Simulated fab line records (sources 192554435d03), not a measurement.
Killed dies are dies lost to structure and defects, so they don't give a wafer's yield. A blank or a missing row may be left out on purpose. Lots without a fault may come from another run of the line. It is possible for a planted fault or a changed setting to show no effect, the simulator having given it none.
fab line records	flow n5Finfet
[record] lots = 7	wafers = 39
route steps=1938 shown BEOL_M4@1070 BEOL_M7@1263 BEOL_M9@1460 BEOL_M13@1706
startH: hours from the record's first day to the start of the lot's first wafer shown	waitH: time in hours since the lot's previous step	" repeats the value in the row above	L1.1+2: several wafers, shown together as one row	- either no value or no given start	* or withheld: withheld	< > ~ a bound
route shown NAME@n: NAME is a module with steps in the file, n the number in the route of the first one	usual: average and standard deviation across the fault-free wafers	same: alike in all rows	chamber/n: place in a boat	sites: per-site readings	_std_site: how widely they spread, as a standard deviation	_edge_site: mean of outer sites minus mean of inner sites	radiusMm: how far each site lies from the wafer's centre	mask NAME#n: copy n	behind: the most recent tool/chamber to have shaped the wafer	hold: why the lot was held/for how many hours/how that ended	device: transistor that didn't switch, given as n, p or np	end of line: at the end of the route, the tests of the same wafers	step lacking rows: just its recipe	killed: the dies lost at the first sort to structure and to defects; this is not the yield of the wafer	map: shows each die of a wafer: x if killed, . if not, _ if none is there
set.NAME: the setting that was run; set.NAME@STEP: the one run at that earlier step	model.NAME: the simulator's own value behind a step, which no gauge read
lots run with intentionally changed settings; tables by step, rows by wafer
[[steps]]
[step N5_BEOL_M4_TRENCH_ETCH_37]
[recipe] chemistry = C4F6/O2	targetDepthA = 555.55	target = SiOC	timeS = 29.2	ionEnergyEv = 250	pressureMtorr = 30	sourceW = 355	biasW = 185	Ar_flow_sccm = 300	C4F6_flow_sccm = 10	O2_flow_sccm = 10
lot.wafer	tool	chamber	startH	waitH	set.timeS	model.BEOL_M4.featureDepthNm	model.etch.depthNm	model.TiN_of_BEOL_M4_HM_DEP_02.thkNm
L075.1	rieDiel-03	1	-	-	29.2	54.8	54.85	17.8
L075.2	"	2	"	"	19.81	36.8	36.76	19
L075.3	"	0	"	"	19.81	37.6	37.68	18.8
L075.4	"	3	"	"	29.2	54.8	54.84	18.2
L075.5	"	1	"	"	19.81	37	37.02	18.6
L075.6	"	0	"	"	29.2	55.8	55.82	18
L081.1	rieDiel-01	3	-	-	21.51	40.4	40.46	18.6
L081.2	"	1	"	"	21.51	41.2	41.23	18.6
L081.3	"	2	"	"	29.2	54.8	54.89	18
L081.4	"	0	"	"	29.2	54.4	54.32	18
L081.5	"	3	"	"	21.51	40.6	40.55	18.6
L081.6	"	0	"	"	29.2	54	53.94	18
L083.1	rieDiel-03	1	-	-	29.2	54.4	54.31	17.8
L083.2	"	0	"	"	23.71	45.4	45.4	18.2
L083.3	"	2	"	"	29.2	54.4	54.49	17.6
L083.4	"	1	"	"	29.2	54.4	54.33	18
L083.5	"	2	"	"	23.71	43.8	43.87	18.4
L083.6	"	0	"	"	23.71	45.2	45.23	18.2
L084.1	rieDiel-05	0	-	-	45.29	84.8	84.83	16.4
L084.2	"	3	"	"	29.2	54.2	54.12	17.4
L084.3	"	1	"	"	45.29	87.2	87.28	16.4
L084.4	"	2	"	"	45.29	90.8	90.85	16
L084.5	"	1	"	"	29.2	56	56.09	17.2
L084.6	"	2	"	"	29.2	58.4	58.38	17.2
L086.1	rieDiel-01	0	-	-	15.13	28.4	28.33	19
L086.2	"	1	"	"	29.2	56	55.98	17.6
L086.3	"	3	"	"	15.13	28.6	28.6	18.8
L086.4	"	2	"	"	15.13	28.4	28.4	18.8
L086.5	"	3	"	"	29.2	55.2	55.11	17.6
L086.6	"	0	"	"	29.2	54.4	54.3	17.8
L089.1	rieDiel-03	0	-	-	29.2	55.8	55.7	17.6
L089.2	"	1	"	"	29.2	54.4	54.45	17.6
L089.3	"	2	"	"	45.17	84.6	84.55	16.4
L089.4	"	3	"	"	45.17	87	86.92	16.6
L089.5	"	3	"	"	29.2	56.8	56.88	17.8
L089.6	"	0	"	"	45.17	85.6	85.65	16.4
L093.3	rieDiel-03	3	-	-	29.2	57	57.09	17.2
L093.5	"	2	"	"	29.2	54.4	54.33	17.6
L093.6	"	1	"	"	29.2	55.2	55.24	17.6
[step N5_BEOL_M4_ETCH_41]
[recipe] chemistry = CH3F/O2	target = SiCN	targetDepthA = 299	taperDeg = 2	timeS = 52.5	ionEnergyEv = 120	maskMaterial = TiN	pressureMtorr = 30	sourceW = 395	biasW = 75	Ar_flow_sccm = 150	CH3F_flow_sccm = 30	O2_flow_sccm = 20
[step N5_BEOL_M4_STRIP_97]
[recipe] chemistry = N2/H2	timeS = 10	powerW = 450	tempC = 40	pressureMtorr = 20	rfFrequencyHz = 6e+07	biasPowerW = 7	n2FlowSccm = 200	h2FlowSccm = 200
[step N5_BEOL_M4_OCD_MEAS_38]
[usual] trenchDepthNm = 55.5/1.3
lot.wafer	tool	chamber	startH	waitH	set.timeS@BEOL_M4_TRENCH_ETCH_37	trenchDepthNm
L075.1	ocd-02	-	189.60	-	29.2	55.0
L075.2	"	-	"	"	19.81	36.7
L075.3	"	-	"	"	19.81	37.6
L075.4	"	-	"	"	29.2	54.8
L075.5	"	-	"	"	19.81	37.6
L075.6	"	-	"	"	29.2	55.7
L081.1	ocd-02	-	212.36	-	21.51	40.5
L081.2	"	-	"	"	21.51	41.3
L081.3	"	-	"	"	29.2	54.9
L081.4	"	-	"	"	29.2	54.1
L081.5	"	-	"	"	21.51	40.6
L081.6	"	-	"	"	29.2	54.3
L083.1	ocd-01	-	231.38	-	29.2	53.9
L083.2	"	-	"	"	23.71	45.4
L083.3	"	-	"	"	29.2	54.2
L083.4	"	-	"	"	29.2	54.0
L083.5	"	-	"	"	23.71	43.5
L083.6	"	-	"	"	23.71	45.2
L084.1	ocd-02	-	231.41	-	45.29	84.8
L084.2	"	-	"	"	29.2	53.7
L084.3	"	-	"	"	45.29	86.6
L084.4	"	-	"	"	45.29	90.7
L084.5	"	-	"	"	29.2	56.5
L084.6	"	-	"	"	29.2	58.0
L086.1	ocd-01	-	254.63	-	15.13	28.3
L086.2	"	-	"	"	29.2	56.2
L086.3	"	-	"	"	15.13	28.4
L086.4	"	-	"	"	15.13	28.3
L086.5	"	-	"	"	29.2	55.2
L086.6	"	-	"	"	29.2	55.1
L089.1	ocd-01	-	277.34	-	29.2	55.0
L089.2	"	-	"	"	29.2	54.9
L089.3	"	-	"	"	45.17	85.3
L089.4	"	-	"	"	45.17	86.3
L089.5	"	-	"	"	29.2	56.6
L089.6	"	-	"	"	45.17	85.6
L093.3	ocd-01	-	301.92	-	29.2	57.2
L093.5	"	-	"	"	29.2	54.3
L093.6	"	-	"	"	29.2	55.2
[step N5_BEOL_M4_HM_STRIP_39]
[recipe] chemistry = peroxideTinStrip	material = TiN	targetDepthA = 250	tempC = 50	timeS = 158
[step N5_BEOL_M4_SRD_40]
[recipe] timeS = 30	tempC = 23	rinseLiquid = diw	dry = ipaMarangoni
[step N5_BEOL_M4_ECD_50]
[recipe] material = Cu	targetThkA = 3000
[step N5_BEOL_M4_ANNEAL_51]
[recipe] tempC = 225	timeS = 90	ambient = N2
[step N5_BEOL_M4_CMP_52]
[recipe] stopOn = SiOC	tOverpolishS = 6.8	downForcePsi = 1	platenRpm = 50	clearingPlatenDownForcePsi = 1.5	clearingPlatenRpm = 50	postCmpClean = cuAlkaline	targetThkNm = 40	clearingPlatenPadVelocityMS = 0.99484	padVelocityMS = 0.99484
lot.wafer	tool	chamber	startH	waitH	set.timeS@BEOL_M4_TRENCH_ETCH_37	model.Cu_of_BEOL_M4_ECD_50.thkNm
L075.3	cmp-04	0	192.91	0.2	19.81	21
L075.4	"	1	"	"	29.2	40.2
L075.1	"	2	"	"	29.2	38.2
L075.2	"	3	"	"	19.81	20
L075.6	"	0	"	"	29.2	39
L075.5	"	1	"	"	19.81	22.6
L081.2	cmp-03	1	215.37	0.2	21.51	26.2
L081.3+4	"	2,3	"	"	29.2	38
L081.1	"	0	"	"	21.51	23.4
L081.6	"	1	"	"	29.2	38.8
L081.5	"	2	"	"	21.51	24
L083.4	cmp-03	3	234.67	0.1	29.2	36
L083.3	"	0	"	"	29.2	39
L083.1	"	1	"	"	29.2	38.8
L083.2	"	2	"	"	23.71	30.2
L083.5	"	3	"	"	23.71	26
L083.6	"	0	"	"	23.71	28.2
L084.1	cmp-03	3	235.09	0.3	45.29	66.6
L084.2	"	0	"	"	29.2	38.6
L084.4	"	1	"	"	45.29	75.6
L084.3	"	2	"	"	45.29	70
L084.6	"	3	"	"	29.2	40.4
L084.5	"	0	"	"	29.2	39.2
L086.4	cmp-03	0	258.44	0.1	15.13	12.2
L086.2	"	1	"	"	29.2	40.2
L086.1	"	2	"	"	15.13	11.8
L086.3	"	3	"	"	15.13	11.2
L086.6	"	0	"	"	29.2	38.4
L086.5	"	1	"	"	29.2	40.6
L089.3	cmp-03	0	281.11	0.2	45.17	67
L089.4	"	1	"	"	45.17	71.8
L089.1	"	2	"	"	29.2	40.2
L089.2	"	3	"	"	29.2	36.8
L089.6	"	0	"	"	45.17	68.8
L089.5	"	1	"	"	29.2	40.8
L093.3	cmp-04	2	306.46	0.2	29.2	39.4
L093.5	"	2	"	"	29.2	36.8
L093.6	"	3	"	"	29.2	39.2
[step N5_BEOL_M4_THK_MEAS_53]
[recipe] thkMeasGauge = xrf	reads = Cu_of_BEOL_M4_ECD_50
[usual] M4_THK = 39.7/1.8
lot.wafer	tool	chamber	startH	waitH	set.timeS@BEOL_M4_TRENCH_ETCH_37	M4_THK[nm]
L075.1	filmMetro-01	-	193.20	-	29.2	38.1
L075.2	"	-	"	"	19.81	20.1
L075.3	"	-	"	"	19.81	20.9
L075.4	"	-	"	"	29.2	40.1
L075.5	"	-	"	"	19.81	22.7
L075.6	"	-	"	"	29.2	39.0
L081.1	filmMetro-01	-	215.67	-	21.51	23.2
L081.2	"	-	"	"	21.51	26.0
L081.3	"	-	"	"	29.2	37.8
L081.4	"	-	"	"	29.2	38.0
L081.5	"	-	"	"	21.51	23.9
L081.6	"	-	"	"	29.2	38.7
L083.1	filmMetro-01	-	234.96	-	29.2	38.4
L083.2	"	-	"	"	23.71	29.8
L083.3	"	-	"	"	29.2	38.5
L083.4	"	-	"	"	29.2	35.5
L083.5	"	-	"	"	23.71	25.7
L083.6	"	-	"	"	23.71	27.9
L084.1	filmMetro-02	-	235.39	-	45.29	67.3
L084.2	"	-	"	"	29.2	39.1
L084.3	"	-	"	"	45.29	70.6
L084.4	"	-	"	"	45.29	76.6
L084.5	"	-	"	"	29.2	39.7
L084.6	"	-	"	"	29.2	40.7
L086.1	filmMetro-01	-	258.73	-	15.13	11.9
L086.2	"	-	"	"	29.2	40.2
L086.3	"	-	"	"	15.13	11.2
L086.4	"	-	"	"	15.13	12.3
L086.5	"	-	"	"	29.2	40.7
L086.6	"	-	"	"	29.2	38.5
L089.1	filmMetro-02	-	281.40	-	29.2	40.4
L089.2	"	-	"	"	29.2	37.2
L089.3	"	-	"	"	45.17	67.2
L089.4	"	-	"	"	45.17	72.0
L089.5	"	-	"	"	29.2	40.8
L089.6	"	-	"	"	45.17	69.2
L093.3	filmMetro-01	-	306.76	-	29.2	38.8
L093.5	"	-	"	"	29.2	36.3
L093.6	"	-	"	"	29.2	38.6
[step N5_BEOL_M4_PRE_CLEAN_60]
[recipe] gas = NH3/H2	timeS = 15	tempC = *	rfPowerW = 300
[step N5_BEOL_M4_CO_CAP_55]
[recipe] material = Co	targetThkA = 20	tempC = 200	precursor = CCTBA/H2	pressureTorr = 30	timeS = 102.1
[step N5_BEOL_M4_PRE_CLEAN_56]
[recipe] gas = NH3	timeS = 15	tempC = withheld	rfPowerW = 300
[step N5_BEOL_M4_DEP_57]
[recipe] material = SiCN	targetThkA = 80	tempC = withheld	precursor = 3MS/NH3	pressureTorr = 3	rfW = 202	timeS = 14
[step N5_BEOL_M4_RS_MEAS_58]
[recipe] thkMeasGauge = four-point-probe	reads = Co_of_BEOL_M4_CO_CAP_55+Cu_of_BEOL_M4_ECD_50+Co_of_BEOL_M4_CVD_47+TaN_of_BEOL_M4_ALD_84
[usual] M4_RS = 0.68/0.038
lot.wafer	tool	chamber	startH	waitH	set.timeS@BEOL_M4_TRENCH_ETCH_37	M4_RS[ohm/sq]
L075.1	filmMetro-02	-	193.48	0.0	29.2	0.71
L075.2	"	-	"	"	19.81	1.69
L075.3	"	-	"	"	19.81	1.59
L075.4	"	-	"	"	29.2	0.66
L075.5	"	-	"	"	19.81	1.42
L075.6	"	-	"	"	29.2	0.69
L081.1	filmMetro-01	-	215.96	0.1	21.51	1.36
L081.2	"	-	"	"	21.51	1.17
L081.3	"	-	"	"	29.2	0.71
L081.4	"	-	"	"	29.2	0.71
L081.5	"	-	"	"	21.51	1.31
L081.6	"	-	"	"	29.2	0.70
L083.1	filmMetro-02	-	235.23	0.0	29.2	0.69
L083.2	"	-	"	"	23.71	0.97
L083.3	"	-	"	"	29.2	0.69
L083.4	"	-	"	"	29.2	0.77
L083.5	"	-	"	"	23.71	1.18
L083.6	"	-	"	"	23.71	1.06
L084.1	filmMetro-01	-	235.66	0.0	45.29	0.35
L084.2	"	-	"	"	29.2	0.70
L084.3	"	-	"	"	45.29	0.33
L084.4	"	-	"	"	45.29	0.30
L084.5	"	-	"	"	29.2	0.69
L084.6	"	-	"	"	29.2	0.66
L086.1	filmMetro-01	-	259.02	0.1	15.13	3.55
L086.2	"	-	"	"	29.2	0.66
L086.3	"	-	"	"	15.13	3.84
L086.4	"	-	"	"	15.13	3.38
L086.5	"	-	"	"	29.2	0.65
L086.6	"	-	"	"	29.2	0.70
L089.1	filmMetro-01	-	281.69	0.1	29.2	0.66
L089.2	"	-	"	"	29.2	0.75
L089.3	"	-	"	"	45.17	0.35
L089.4	"	-	"	"	45.17	0.32
L089.5	"	-	"	"	29.2	0.65
L089.6	"	-	"	"	45.17	0.34
L093.3	filmMetro-02	-	307.05	0.1	29.2	0.68
L093.5	"	-	"	"	29.2	0.74
L093.6	"	-	"	"	29.2	0.69
[step N5_BEOL_M7_ILD_DEP_00]
[recipe] material = SiCOH_lowk	targetThkA = 1797.5	tempC = 300	precursor = DEMS/porogen	pressureTorr = 5	rfW = 500	timeS = 33.4
lot.wafer	tool	chamber	startH	waitH	set.targetThkA	model.SiCOH_lowk_of_BEOL_M7_ILD_DEP_00.thkNm
L075.1	pecvd-02	0	216.30	0.0	1797.5	180.6
L075.2	"	1	"	"	1797.5	176
L075.3+5	"	2,1	"	"	1039	103
L075.4	"	0	"	"	1039	104.6
L075.6	"	0	"	"	1797.5	179.8
L081.1	pecvd-03	0	238.41	0.0	2779	273
L081.2	"	2	"	"	2779	274.2
L081.3+6	"	1,0	"	"	1797.5	177.8
L081.4	"	1	"	"	2779	276.2
L081.5	"	2	"	"	1797.5	179.2
L083.1	pecvd-02	1	259.53	0.0	2146	213.2
L083.2	"	2	"	"	2146	212.8
L083.3	"	0	"	"	1797.5	176
L083.4	"	0	"	"	2146	214.8
L083.5+6	"	2,1	"	"	1797.5	178.2
L084.1	pecvd-03	0	259.64	0.0	1797.5	176.2
L084.2	"	1	"	"	2262	224.2
L084.3	"	2	"	"	2262	225.8
L084.4	"	0	"	"	1797.5	180.8
L084.5	"	2	"	"	1797.5	180
L084.6	"	1	"	"	2262	223.4
L086.1	pecvd-03	2	278.97	0.0	1797.5	174.8
L086.2	"	1	"	"	2116	205.2
L086.3	"	0	"	"	1797.5	172.8
L086.4	"	2	"	"	2116	210.2
L086.5	"	0	"	"	1797.5	176.2
L086.6	"	1	"	"	2116	209.6
L089.1	pecvd-02	0	304.87	0.0	1797.5	176.8
L089.2	"	2	"	"	1797.5	179.2
L089.3	"	1	"	"	1108	108
L089.4	"	2	"	"	1108	109.6
L089.5	"	1	"	"	1108	109
L089.6	"	0	"	"	1797.5	179.8
L093.3	pecvd-02	0	328.59	0.0	1797.5	175.8
L093.5	"	1	"	"	1797.5	180
L093.6	"	0	"	"	1797.5	177.4
[step N5_BEOL_M7_CURE_74]
[recipe] tempC = 385	timeS = 240	ambient = He/Ar	material = SiCOH_lowk
lot.wafer	tool	chamber	startH	waitH	set.targetThkA@BEOL_M7_ILD_DEP_00	model.SiCOH_lowk_of_BEOL_M7_ILD_DEP_00.thkNm
L075.1	uvCure-01	0	216.39	0.1	1797.5	155.8
L075.2	"	0	"	"	1797.5	151.8
L075.3+5	"	0	"	"	1039	88.4
L075.4	"	0	"	"	1039	89.8
L075.6	"	0	"	"	1797.5	155
L081.1	uvCure-01	0	238.48	0.0	2779	236.6
L081.2	"	0	"	"	2779	237.8
L081.3+6	"	0	"	"	1797.5	153.4
L081.4	"	0	"	"	2779	239.6
L081.5	"	0	"	"	1797.5	154.6
L083.1	uvCure-02	2	259.60	0.0	2146	184.2
L083.2	"	2	"	"	2146	183.8
L083.3	"	2	"	"	1797.5	151.8
L083.4	"	2	"	"	2146	185.6
L083.5	"	2	"	"	1797.5	153.6
L083.6	"	2	"	"	1797.5	153.8
L084.1	uvCure-01	2	259.71	0.0	1797.5	152
L084.2	"	2	"	"	2262	193.8
L084.3	"	2	"	"	2262	195.2
L084.4	"	2	"	"	1797.5	156
L084.5	"	2	"	"	1797.5	155.2
L084.6	"	2	"	"	2262	193.2
L086.1	uvCure-01	2	279.03	0.0	1797.5	150.8
L086.2	"	2	"	"	2116	177.2
L086.3	"	2	"	"	1797.5	149
L086.4	"	2	"	"	2116	181.6
L086.5	"	2	"	"	1797.5	151.8
L086.6	"	2	"	"	2116	181.2
L089.1	uvCure-01	1	304.94	0.0	1797.5	152.4
L089.2	"	1	"	"	1797.5	154.6
L089.3	"	1	"	"	1108	92.6
L089.4	"	1	"	"	1108	94
L089.5	"	1	"	"	1108	93.6
L089.6	"	1	"	"	1797.5	155
L093.3	uvCure-02	1	328.82	0.2	1797.5	151.6
L093.5	"	1	"	"	1797.5	155.2
L093.6	"	1	"	"	1797.5	153
[step N5_BEOL_M7_THK_MEAS_01]
[recipe] reads = SiCOH_lowk_of_BEOL_M7_ILD_DEP_00
[usual] M7_ILD_THK = 153.8/2
lot.wafer	tool	chamber	startH	waitH	set.targetThkA@BEOL_M7_ILD_DEP_00	M7_ILD_THK[nm]
L075.1	filmMetro-01	-	216.90	0.4	1797.5	155.8
L075.2	"	-	"	"	1797.5	151.8
L075.3	"	-	"	"	1039	88.4
L075.4	"	-	"	"	1039	89.8
L075.5	"	-	"	"	1039	88.5
L075.6	"	-	"	"	1797.5	155.0
L081.1	filmMetro-02	-	238.99	0.4	2779	236.6
L081.2	"	-	"	"	2779	237.7
L081.3	"	-	"	"	1797.5	153.3
L081.4	"	-	"	"	2779	239.7
L081.5	"	-	"	"	1797.5	154.5
L081.6	"	-	"	"	1797.5	153.5
L083.1	filmMetro-01	-	260.11	0.4	2146	184.2
L083.2	"	-	"	"	2146	184.1
L083.3	"	-	"	"	1797.5	151.8
L083.4	"	-	"	"	2146	185.7
L083.5	"	-	"	"	1797.5	153.8
L083.6	"	-	"	"	1797.5	153.7
L084.1	filmMetro-02	-	260.22	0.4	1797.5	152.0
L084.2	"	-	"	"	2262	193.9
L084.3	"	-	"	"	2262	195.1
L084.4	"	-	"	"	1797.5	156.0
L084.5	"	-	"	"	1797.5	155.2
L084.6	"	-	"	"	2262	193.1
L086.1	filmMetro-02	-	279.54	0.4	1797.5	150.7
L086.2	"	-	"	"	2116	177.3
L086.3	"	-	"	"	1797.5	148.9
L086.4	"	-	"	"	2116	181.6
L086.5	"	-	"	"	1797.5	151.8
L086.6	"	-	"	"	2116	181.3
L089.1	filmMetro-02	-	305.45	0.4	1797.5	152.4
L089.2	"	-	"	"	1797.5	154.6
L089.3	"	-	"	"	1108	92.7
L089.4	"	-	"	"	1108	94.0
L089.5	"	-	"	"	1108	93.6
L089.6	"	-	"	"	1797.5	154.9
L093.3	filmMetro-01	-	329.17	0.3	1797.5	151.6
L093.5	"	-	"	"	1797.5	155.2
L093.6	"	-	"	"	1797.5	152.9
[step N5_BEOL_M9_CVD_78]
[recipe] material = Co	targetThkA = 20	tempC = withheld	precursor = CCTBA/H2	pressureTorr = 30	timeS = 138.9
lot.wafer	tool	chamber	startH	waitH	set.targetThkA	model.Co_of_BEOL_M9_CVD_78.thkNm
L075.1+3+4+6	cvdCo-02	0,2,0,2	245.73	0.2	20	2.2
L075.2+5	"	1	"	"	20	2
L081.1+3	cvdCo-02	0,2	264.77	0.1	8.471	1.2
L081.2	"	1	"	"	8.471	1
L081.4+5+6	"	1,2,0	"	"	20	2.2
L083.1+5	cvdCo-01	1,0	282.14	0.0	20	2
L083.2+3	"	0,2	"	"	26.26	2.6
L083.4	"	1	"	"	20	2.2
L083.6	"	2	"	"	26.26	2.8
L084.1+2	cvdCo-02	2,1	282.21	0.1	12.36	1.4
L084.3+4+5	"	0,1,2	"	"	20	2.2
L084.6	"	0	"	"	12.36	1.6
L086.1+5	cvdCo-02	2,0	306.14	0.0	20	2.2
L086.2+4	"	1,2	"	"	10.38	1.2
L086.3	"	0	"	"	10.38	1
L086.6	"	1	"	"	20	2
L089.1+4+6	cvdCo-01	2,2,1	326.58	0.2	23.54	2.4
L089.2+5	"	0	"	"	20	2
L089.3	"	1	"	"	20	2.2
L093.3+6	cvdCo-02	2	357.59	0.3	20	2
L093.5	"	0	"	"	20	2.2
[step N5_BEOL_M13_SPUTTER_44]
[recipe] material = Ta	targetThkA = 100	tempC = 50	biasV = 80	powerW = 15000	chamberPressurePa = 0.07	timeS = 16.13
lot.wafer	tool	chamber	startH	waitH	set.targetThkA	model.Ta_of_BEOL_M13_SPUTTER_44.thkNm
L075.1+3+5	pvdSputter-02	-	272.23	0.0	45.62	4.6
L075.2	"	-	"	"	100	10
L075.4+6	"	-	"	"	100	10.2
L081.1+5+6	pvdSputter-02	-	301.35	0.0	100	10
L081.2+3+4	"	-	"	"	100	10.2
L084.1	pvdSputter-03	-	311.94	0.0	45.06	4.6
L084.2+5	"	-	"	"	45.06	4.4
L084.3+4	"	-	"	"	100	10
L084.6	"	-	"	"	100	10.2
L083.1	pvdSputter-03	-	314.42	0.0	117.4	11.8
L083.2	"	-	"	"	100	9.8
L083.3+5	"	-	"	"	100	10
L083.4+6	"	-	"	"	117.4	11.6
L086.1+2+4+6	pvdSputter-02	-	331.58	0.0	100	10.2
L086.3+5	"	-	"	"	100	10.4
L089.1	pvdSputter-03	-	357.26	0.0	144.7	14.4
L089.2+4	"	-	"	"	144.7	14.6
L089.3+5+6	"	-	"	"	100	10
L093.3+5+6	pvdSputter-03	-	388.65	0.0	100	10
[step N5_BEOL_M13_SPUTTER_45]
[recipe] material = Cu	targetThkA = 800	tempC = -20	biasV = 60	powerW = 26000	chamberPressurePa = 0.13	timeS = 13.33
[step N5_BEOL_M13_ECD_47]
[recipe] material = Cu	targetThkA = 9360
[step N5_BEOL_M13_ANNEAL_48]
[recipe] tempC = 225	timeS = 90	ambient = N2
[step N5_BEOL_M13_CMP_49]
[recipe] stopOn = SiOC	tOverpolishS = 17.1	downForcePsi = 1	platenRpm = 50	clearingPlatenDownForcePsi = 1.5	clearingPlatenRpm = 50	postCmpClean = cuAlkaline	targetThkNm = 420	clearingPlatenPadVelocityMS = 0.99484	padVelocityMS = 0.99484
[usual] barrierFieldEndpointS = 30.3/0.82
lot.wafer	tool	chamber	startH	waitH	set.targetThkA@BEOL_M13_SPUTTER_44	barrierFieldEndpointS
L075.4	cmp-01	0	272.95	0.1	100	29.8
L075.1	"	1	"	"	45.62	23.3
L075.2	"	2	"	"	100	29.5
L075.3	"	3	"	"	45.62	23.7
L075.6	"	0	"	"	100	29.8
L075.5	"	1	"	"	45.62	24.3
L081.2	cmp-03	2	302.25	0.2	100	30.7
L081.1	"	3	"	"	100	30.1
L081.4	"	0	"	"	100	31.8
L081.3	"	1	"	"	100	31.7
L081.5	"	2	"	"	100	30.6
L081.6	"	3	"	"	100	30.4
L084.4	cmp-03	2	312.61	0.1	100	30.3
L084.3	"	3	"	"	100	30.2
L084.2	"	0	"	"	45.06	24.0
L084.1	"	1	"	"	45.06	24.7
L084.6	"	2	"	"	100	31.1
L084.5	"	3	"	"	45.06	23.7
L083.4	cmp-01	3	315.08	0.1	117.4	32.2
L083.1	"	0	"	"	117.4	31.4
L083.3	"	1	"	"	100	30.2
L083.2	"	2	"	"	100	29.3
L083.5	"	3	"	"	100	30.4
L083.6	"	0	"	"	117.4	32.7
L086.3	cmp-01	2	332.24	0.2	100	30.0
L086.1	"	3	"	"	100	30.7
L086.2	"	0	"	"	100	29.8
L086.4	"	1	"	"	100	30.5
L086.6	"	2	"	"	100	30.7
L086.5	"	3	"	"	100	30.1
L089.3	cmp-01	2	358.78	0.2	100	28.8
L089.1	"	3	"	"	144.7	35.6
L089.2	"	0	"	"	144.7	35.8
L089.4	"	1	"	"	144.7	34.9
L089.5	"	2	"	"	100	29.7
L089.6	"	3	"	"	100	30.5
L093.3	cmp-01	0	389.61	0.2	100	29.7
L093.6	"	0	"	"	100	30.0
L093.5	"	1	"	"	100	30.1
[[key]]
[split] step = N5_BEOL_M4_TRENCH_ETCH_37	setting = timeS	stated = 29.2	by = wafer
[response] step = N5_BEOL_M4_TRENCH_ETCH_37	reading = model.BEOL_M4.featureDepthNm	change = +0.554	per = 1%	r = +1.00
[response] step = N5_BEOL_M4_TRENCH_ETCH_37	reading = model.etch.depthNm	change = +0.554	per = 1%	r = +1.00
[response] step = N5_BEOL_M4_TRENCH_ETCH_37	reading = model.TiN_of_BEOL_M4_HM_DEP_02.thkNm	change = -0.0219	per = 1%	r = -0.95
[response] step = N5_BEOL_M4_OCD_MEAS_38	reading = trenchDepthNm	change = +0.556	per = 1%	r = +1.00
[response] step = N5_BEOL_M4_CMP_52	reading = model.Cu_of_BEOL_M4_ECD_50.thkNm	change = +0.559	per = 1%	r = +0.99
[response] step = N5_BEOL_M4_THK_MEAS_53	reading = M4_THK	change = +0.562	per = 1%	r = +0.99
[response] step = N5_BEOL_M4_RS_MEAS_58	reading = M4_RS	shape = bent	atLowest = 3.59	atStated = 0.69	atHighest = 0.33
[split] step = N5_BEOL_M7_ILD_DEP_00	setting = targetThkA	stated = 1797.5	by = wafer
[response] step = N5_BEOL_M7_ILD_DEP_00	reading = model.SiCOH_lowk_of_BEOL_M7_ILD_DEP_00.thkNm	change = +1.79	per = 1%	r = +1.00
[response] step = N5_BEOL_M7_CURE_74	reading = model.SiCOH_lowk_of_BEOL_M7_ILD_DEP_00.thkNm	change = +1.56	per = 1%	r = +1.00
[response] step = N5_BEOL_M7_THK_MEAS_01	reading = M7_ILD_THK	change = +1.56	per = 1%	r = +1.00
[split] step = N5_BEOL_M9_CVD_78	setting = targetThkA	stated = 20	by = wafer
[response] step = N5_BEOL_M9_CVD_78	reading = model.Co_of_BEOL_M9_CVD_78.thkNm	change = +0.0193	per = 1%	r = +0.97
[split] step = N5_BEOL_M13_SPUTTER_44	setting = targetThkA	stated = 100	by = wafer
[response] step = N5_BEOL_M13_SPUTTER_44	reading = model.Ta_of_BEOL_M13_SPUTTER_44.thkNm	change = +0.102	per = 1%	r = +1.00
[response] step = N5_BEOL_M13_CMP_49	reading = barrierFieldEndpointS	change = +0.117	per = 1%	r = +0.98
